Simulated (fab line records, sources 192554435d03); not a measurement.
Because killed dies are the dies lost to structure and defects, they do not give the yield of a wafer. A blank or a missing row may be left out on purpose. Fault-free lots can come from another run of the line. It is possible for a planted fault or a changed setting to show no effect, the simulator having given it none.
fab line records | flow n5_finfet
record: lots: 5 wafers: 15 last_day: 16
route steps=1938 shown MOL_CONTACT_COAG@620 BEOL_M0_SAQP@632 BEOL_M0@726 BEOL_M4@1111
lots with no fault: from the same line, run without faults
start_h: the number of hours between the record's first day and the start of the first shown wafer of the lot | wait_h: hours elapsed since this lot's preceding step | " as in the row above | L1.1+2: several wafers, shown together as one row | - value missing, or start not given | * or withheld: withheld | < > ~ a bound
route shown NAME@n: a module of which the file shows steps, and the number in the route of the first | usual: average and standard deviation across the fault-free wafers | same: alike in all rows | chamber/n: place in a boat | sites: the reading at each site | _std_site: how widely they spread, as a standard deviation | _edge_site: mean of outer sites minus mean of inner sites | radius_mm: how far each site lies from the wafer's centre | mask NAME#n: copy n | behind: tool/chamber where the wafer was last shaped | hold: why the lot was held/for how many hours/how that ended | device: which transistor (n, p or np) failed to switch | end of line: tests run on the same wafers once the route is complete | a step given without rows: its recipe and nothing more | killed: dies lost to structure and defects at the first sort, not the wafer's yield | map: a wafer's dies, marking killed ones x, the rest . and places with no die _
set.NAME: setting as actually run; set.NAME@STEP: the setting as run at that earlier step | model.NAME: the simulator's own value behind a step, which no gauge read
a table for each step, a row for each wafer; lots at some steps of the route
services: when a tool's chamber went out of use (start_h, in hours from the record's first day, below 0 if earlier), for how many hours, and the reason
== steps ==
step: N5_MOL_CONTACT_COAG_PRECLEAN_138
recipe: chemistry: alkaline_clean temp_c: 60 time_s: 60 do_ppb: 50
step: N5_MOL_CONTACT_COAG_SRD_139
recipe: dry: ipa_marangoni time_s: 30 temp_c: 23 rinse_liquid: diw
step: N5_MOL_CONTACT_COAG_PRE_CLEAN_121
recipe: gas: H2/He time_s: * temp_c: withheld
step: N5_MOL_CONTACT_COAG_CVD_140
recipe: material: W target_thk_a: 665 mode: selective_fill temp_c: 300 time_s: 215
step: N5_MOL_CONTACT_COAG_PRECLEAN_127
recipe: chemistry: DIW time_s: 57.5 temp_c: 23
step: N5_MOL_CONTACT_COAG_SRD_128
recipe: dry_time_s: 32 dry: n2_spin spin_rpm: 1500
step: N5_MOL_CONTACT_COAG_CMP_52
recipe: stop_on: SiO2 t_overpolish_s: 1.5 post_cmp_clean: w_dilute_nh4oh down_force_psi: 4 platen_rpm: 50.289 pad_velocity_m_s: 1.0006 target_thk_nm: 66.5
step: N5_MOL_CONTACT_COAG_ANNEAL_112
recipe: temp_c: 400 time_s: 1800 ambient: HPD2 pressure_atm: 10
step: N5_BEOL_M0_SAQP_PECVD_00
recipe: material: SiCN target_thk_a: 80 temp_c: withheld precursor: 3MS/NH3 pressure_torr: 3 rf_w: 202 time_s: 14
usual: showerhead_plenum_p_Torr: 3.666/0.014 throttle_valve_pct: 9.1/0.53
columns lot.wafer tool chamber start_h wait_h showerhead_plenum_p_Torr throttle_valve_pct model.SiCN_of_BEOL_M0_SAQP_PECVD_00.thk_nm
L711.1 pecvd-03 2 165.13 0.2 3.659 8.7 8.2
L711.4 " 1 " " 3.662 9.1 8
L711.5 " 2 " " 3.663 8.8 8.2
L716.3 pecvd-03 2 201.41 0.1 3.660 8.6 8.2
L716.5 " 1 " " 3.669 9.1 9
L716.6 " 2 " " 3.658 8.9 8.2
L718.2 pecvd-03 1 212.59 0.2 3.663 9.1 8.8
L718.4 " 1 " " 3.660 9.5 8.2
L718.5 " 2 " " 3.658 8.4 9
L721.2 pecvd-03 2 224.33 0.2 3.668 9.0 8.8
L721.3 " 0 " " 3.665 8.6 8
L721.4 " 2 " " 3.651 8.8 8
L723.3 pecvd-01 0 239.38 0.1 3.678 9.1 8
L723.4 " 0 " " 3.687 9.0 8.2
L723.5 " 2 " " 3.637 8.2 8.2
step: N5_BEOL_M0_SAQP_ILD_DEP_01
recipe: material: SiOC target_thk_a: 454.19 temp_c: 350 precursor: DEMS/O2 pressure_torr: 5 rf_w: 500 time_s: 8.7
step: N5_BEOL_M0_SAQP_HM_DEP_02
recipe: material: TiN target_thk_a: 120 temp_c: 25 chamber_pressure_pa: 0.49996
step: N5_BEOL_M0_SAQP_PECVD_03
recipe: material: SiCN target_thk_a: 120 temp_c: withheld precursor: 3MS/NH3 pressure_torr: 3 rf_w: 202 time_s: 21.1
step: N5_BEOL_M0_SAQP_PECVD_96
recipe: material: a-Si target_thk_a: 450 temp_c: 350 precursor: SiH4/He pressure_torr: 3 rf_w: 100 time_s: 45.2
step: N5_BEOL_M0_SAQP_PECVD_97
recipe: material: SiNx target_thk_a: 230 temp_c: 350 precursor: SiH4/NH3/N2 pressure_torr: 1.5 rf_w: 300 time_s: 19.9
step: N5_BEOL_M0_SAQP_PECVD_04
recipe: material: a-Si target_thk_a: 600 temp_c: 350 precursor: SiH4/He pressure_torr: 3 rf_w: 100 time_s: 60.2
step: N5_BEOL_M0_SAQP_HM_DEP_111
recipe: material: SiO2 target_thk_a: 120 temp_c: 400 precursor: SiH4/N2O pressure_torr: 0.75 rf_w: 275 time_s: 7.2
step: N5_BEOL_M0_SAQP_COAT_81
recipe: resist: SOC temp_c: 250 time_s: 60 spin_rpm: 1500 resist_thk_nm: 100
step: N5_BEOL_M0_SAQP_COAT_82
recipe: resist: SiARC temp_c: 220 time_s: 60 spin_rpm: 1500 resist_thk_nm: 30
step: N5_BEOL_M0_SAQP_COAT_08
recipe: resist: CAR-ArF spin_rpm: 1500 resist_thk_nm: 90
step: N5_BEOL_M0_SAQP_EBR_10
recipe: solvent: PGMEA ebr_width_mm: 1.5
step: N5_BEOL_M0_SAQP_SOFTBAKE_09
recipe: temp_c: 110 time_s: 60 resist: CAR-ArF
step: N5_BEOL_M0_SAQP_EXPOSE_11
recipe: mask_id: M0_CORE na: 1.35 source_shape: dipole sigma_inner: 0.538 sigma_outer: 0.738 polarization: te target_cd_nm: 42 dose_mj: 55
step: N5_BEOL_M0_SAQP_PEB_12
recipe: peb_temp_c: withheld peb_time_s: 60 resist: CAR-ArF
step: N5_BEOL_M0_SAQP_DEVELOP_13
recipe: develop_time_s: 30 developer: TMAH resist: CAR-ArF dev_temp_c: 23 rinse_liquid: diw dry: air_spin
step: N5_BEOL_M0_SAQP_DESCUM_19
recipe: chemistry: O2 time_s: 7.9 source_power_w: 50 bias_power_w: 20 pressure_mtorr: 20 rf_frequency_hz: 2.712e+07 temp_c: 40 resist: CAR-ArF o2_flow_sccm: 225
step: N5_BEOL_M0_SAQP_ETCH_83
recipe: chemistry: CF4 target: SiARC target_depth_a: 390 mask_material: CAR-ArF time_s: 65 ion_energy_ev: 80 pressure_mtorr: 40 source_w: 545 bias_w: 36 Ar_flow_sccm: 100 cf4_flow_sccm: 100 ends: cleared
step: N5_BEOL_M0_SAQP_ETCH_84
recipe: chemistry: N2/H2 target: SOC target_depth_a: 1000 overetch_a: 200 mask_material: SiARC temp_c: 40 time_s: 150 ion_energy_ev: 200 pressure_mtorr: 30 source_w: 840 bias_w: 150 n2_flow_sccm: 200 h2_flow_sccm: 200
step: N5_BEOL_M0_SAQP_STRIP_80
recipe: chemistry: N2/H2 temp_c: 40 n2_flow_sccm: 200 h2_flow_sccm: 200 rf_frequency_hz: 6e+07
step: N5_BEOL_M0_SAQP_HM_OPEN_112
recipe: chemistry: CHF3/O2 target: SiO2 stop_on: a-Si target_depth_a: 120 over_etch_frac: 1.25 mask_material: SOC time_s: 13.5 pressure_mtorr: 30 source_w: 650 bias_w: 170 Ar_flow_sccm: 200 CHF3_flow_sccm: 50 O2_flow_sccm: 5 ion_energy_ev: 200 ends: end_point
step: N5_BEOL_M0_SAQP_STRIP_113
recipe: chemistry: CHF3/O2 resist: SiARC rf_frequency_hz: 6e+07
step: N5_BEOL_M0_SAQP_MANDREL_ETCH_20
recipe: target_depth_a: 600 chemistry: HBr/Cl2 target: a-Si stop_on: SiNx bt_time_s: 10 mask_material: SOC over_etch_frac: 0.5 time_s: 30 pressure_mtorr: 10 icp_w: 800 bias_w: 75 HBr_flow_sccm: 150 Cl2_flow_sccm: 80 ends: end_point
step: N5_BEOL_M0_SAQP_STRIP_86
recipe: chemistry: N2/H2 power_w: 500 temp_c: 40 pressure_mtorr: 50 rf_frequency_hz: 6e+07 overash_fraction: 0.3 bias_power_w: 28 h2_frac: 0.5 n2_flow_sccm: 300 h2_flow_sccm: 300
step: N5_BEOL_M0_SAQP_STRIP_115
recipe: chemistry: post_etch_residue_remover time_s: 60 temp_c: 25 remover_ph: withheld remover_water_wt_pct: withheld remover_fluoride_wt_pct: withheld
step: N5_BEOL_M0_SAQP_SRD_93
recipe: dry: ipa_marangoni time_s: 30 temp_c: 23 rinse_liquid: diw
step: N5_BEOL_M0_ETCH_109
recipe: chemistry: CH3F/O2 target_depth_a: 80 overetch_a: 24 target: SiCN time_s: 27.4 ion_energy_ev: 120 pressure_mtorr: 30 source_w: 395 bias_w: 75 Ar_flow_sccm: 150 CH3F_flow_sccm: 30 O2_flow_sccm: 20
usual: bias_w: 75.03/0.22 drypump_motor_current_A: 5.9/0.53 oes_product_au: 0.67/0.064 rf_vpp_V: 297.4/1.5 showerhead_plenum_p_Torr: 2.01/0.064 throttle_valve_pct: 16.35/0.2
columns lot.wafer tool chamber start_h wait_h bias_w drypump_motor_current_A oes_product_au rf_hours_counter_h rf_vpp_V showerhead_plenum_p_Torr throttle_valve_pct model.etch.depth_nm
L711.1 rie_diel-01 0 176.47 0.5 74.55 5.5 0.75 58 297.5 2.03 16.59 8.129
L711.4 " 2 " " 75.12 6.6 0.61 205 296.0 1.99 16.37 8.064
L711.5 " 0 " " 74.94 5.4 0.75 - 298.3 2.03 16.56 8.112
L716.3 rie_diel-04 1 211.23 0.0 74.71 5.7 0.66 145 296.3 2.00 16.58 8.114
L716.5 " 0 " " 75.03 6.6 0.63 - 295.0 1.88 16.17 8.965
L716.6 " 1 " " 74.60 5.7 0.66 - 296.4 2.00 16.57 8.105
L718.2 rie_diel-04 3 222.62 0.0 75.06 5.7 0.65 211 297.8 2.07 16.22 8.816
L718.4 " 2 " " 74.91 5.7 0.78 11 299.0 2.05 15.78 8.11
L718.5 " 3 " " 74.88 5.7 0.65 - 298.7 2.07 16.21 8.934
L721.2 rie_diel-01 1 232.41 0.0 74.64 6.6 0.76 75 297.5 2.03 16.60 8.762
L721.3 " 3 " " 74.61 5.1 0.61 233 294.3 1.90 16.44 8.063
L721.4 " 2 " " 75.16 6.6 0.60 215 298.0 1.98 16.39 7.995
L723.3 rie_diel-05 2 247.86 0.1 75.36 6.6 0.65 178 295.9 1.99 16.39 8.077
L723.4 " 1 " " 74.86 6.2 0.80 24 298.0 2.05 16.04 8.185
L723.5 " 1 " " 74.75 6.3 0.78 - 298.6 2.05 16.02 8.102
step: N5_BEOL_M4_RC_MEAS_101
usual: DIBL_N: 36.3/1.2 DIBL_P: 36.1/1.6 IOFF_N: 0.161/0.023 IOFF_P: 0.209/0.027 ION_N: 676/8.9 ION_P: 462/5.3 SS_N: 71.5/0.51 SS_P: 73.2/0.5 VT_N: 249.1/2.5 VT_P: -249.9/2.8
columns lot.wafer tool chamber start_h wait_h DIBL_N[mV/V] DIBL_P[mV/V] IOFF_N[nA/um] IOFF_P[nA/um] ION_N[uA/um] ION_P[uA/um] SS_N[mV/dec] SS_P[mV/dec] VT_N[mV] VT_P[mV]
L711.1 prober-01 0 226.31 0.0 37.7 37.0 0.187 0.214 690 461 72.1 73.3 245.7 -250.6
L711.4 " 0 " " 37.3 36.4 0.169 0.203 677 458 71.8 72.7 249.1 -247.1
L711.5 " 0 " " 35.5 35.3 0.141 0.185 663 454 70.9 72.8 251.1 -250.0
L716.3 prober-02 0 249.34 0.3 36.2 36.4 0.166 0.206 669 459 71.3 73.2 250.0 -250.2
L716.5 " 0 " " 35.1 35.6 0.157 0.204 681 469 72.0 72.9 249.4 -250.6
L716.6 " 0 " " 34.9 34.8 0.150 0.186 668 459 71.0 72.8 251.0 -250.7
L718.2 prober-02 0 268.85 0.2 37.9 39.8 0.212 0.239 690 469 72.2 73.5 244.8 -250.4
L718.4 " 0 " " 36.1 37.9 0.167 0.207 691 469 71.4 73.0 246.9 -252.0
L718.5 " 0 " " 37.4 40.0 0.206 0.255 696 475 72.4 74.2 245.6 -247.9
L721.2 prober-02 0 278.87 0.2 37.8 37.2 0.202 0.225 695 466 72.2 73.0 245.0 -249.9
L721.3 " 0 " " 37.4 37.6 0.178 0.224 688 468 72.0 73.8 248.6 -248.7
L721.4 " 0 " " 36.9 36.7 0.167 0.212 681 459 71.8 72.5 249.6 -249.5
L723.3 prober-01 0 294.60 0.3 35.8 36.9 0.173 0.216 670 459 72.0 73.3 247.9 -248.2
L723.4 " 0 " " 35.5 36.2 0.162 0.202 680 454 72.5 73.2 247.7 -248.1
L723.5 " 0 " " 36.3 37.3 0.175 0.229 681 464 71.4 73.6 247.1 -248.9
== services ==
columns tool chamber start_h hours kind
rie_diel-04 1 160.26 9.4 repair
rie_diel-05 1 168.24 - clean
rie_diel-05 1 168.24 - consumable_replace:esc
rie_diel-05 1 168.24 - consumable_replace:focus_ring
rie_diel-05 1 168.24 23.1 scheduled_down
rie_diel-05 1 168.24 23.1 vent_cycle
rie_diel-04 2 175.20 - clean
rie_diel-04 2 175.20 - consumable_replace:focus_ring
rie_diel-04 2 175.20 17.6 scheduled_down
rie_diel-04 2 175.20 17.6 vent_cycle
rie_diel-01 - 182.64 29.3 repair
pecvd-03 2 190.05 6.5 repair
pecvd-01 - 195.64 14.6 pm
rie_diel-04 2 210.03 5.3 repair
pecvd-01 2 213.94 2.1 scheduled_down
rie_diel-04 1 217.31 5.0 repair
rie_diel-01 3 221.31 4.5 repair
rie_diel-04 0 226.04 - clean
rie_diel-04 0 226.04 - consumable_replace:focus_ring
rie_diel-04 0 226.04 - consumable_replace:showerhead
rie_diel-04 0 226.04 31.1 scheduled_down
rie_diel-04 0 226.04 31.1 vent_cycle
pecvd-03 0 231.60 8.4 repair
rie_diel-01 2 240.16 6.1 repair
== key ==
first_sign none at tools or gauges
model_effect: step: N5_BEOL_M0_SAQP_PECVD_00 value: SiCN_of_BEOL_M0_SAQP_PECVD_00.thk_nm without: 8.05 struck: 8.9
model_effect: step: N5_BEOL_M0_ETCH_109 value: etch.depth_nm without: 8.026 struck: 8.869
met_at N5_BEOL_M0_SAQP_PECVD_00
struck_wafers L716.5,L718.2,L718.5,L721.2
onset_between 165.13 201.41
fault: kind: process_parameter_drift tool: pecvd-03 chamber: - onset_h: 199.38 steps: N5_BEOL_M0_SAQP_PECVD_00 channel: time_s offset: * shape: step end_h: 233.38 scope: struck_wafers_only acts_in: * stated: *
